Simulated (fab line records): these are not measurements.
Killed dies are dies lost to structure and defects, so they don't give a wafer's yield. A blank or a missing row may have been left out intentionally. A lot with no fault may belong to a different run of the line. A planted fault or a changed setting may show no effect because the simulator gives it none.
Chamber matching | flow n5_finfet | ald_metal-03 running N5_BEOL_M5_ALD_86: 4 sister chambers
The step deposits TaN, pulse time 2 s, purge time 3 s, co reactant purge time 2 s. 8 wafers are shown with their chamber, then 9 later ones without.

## EACH WAFER AND ITS CHAMBER
wafer  | chamber | heater_power_w (W) | precursor_vessel_pressure_torr (Torr)
L078.6 | 0       | 396                | 26.25
L085.5 | 2       | 478                | 26.27
L086.2 | 3       | 363                | 26.28
L086.4 | 1       | 428                | 26.19
L086.6 | 2       | 496                | 26.23
L087.1 | 0       | 399                | 26.18
L087.2 | 1       | 433                | 26.24
L087.3 | 3       | 374                | 26.24

## WAFERS MISSING THEIR CHAMBER
wafer  | heater_power_w (W) | precursor_vessel_pressure_torr (Torr)
L091.3 | 432                | 26.30
L091.4 | 495                | 26.21
L091.6 | 439                | 26.31
L093.1 | 443                | 26.26
L093.4 | 481                | 26.28
L093.6 | 438                | 26.24
L096.2 | 497                | 26.21
L096.3 | 391                | 26.22
L096.5 | 439                | 26.23

## EACH ONE'S CHAMBER
wafer  | from the rows above | in truth
L091.3 | 1                   | 1
L091.4 | 2                   | 2
L091.6 | 1                   | 1
L093.1 | 1                   | 1
L093.4 | 2                   | 2
L093.6 | 1                   | 1
L096.2 | 2                   | 2
L096.3 | 0                   | 0
L096.5 | 1                   | 1
Correct placement for 9 of the 9. Number that these rows cannot place: 0. 0 placed wrongly.
How it was worked out, from the rows above alone: a wafer's distance from a chamber is the root of the sum, over the readings, of the square of ((its reading less the chamber's mean) divided by the reading's scatter). If the next closest chamber is less than 2 further off than the closest, the wafer can't be placed; otherwise it belongs to the closest. A chamber's mean is the mean of its shown wafers. The scatter: take each reading less its chamber's mean, square it, sum over the shown wafers, divide by the number of wafers less the number of chambers, and take the root.
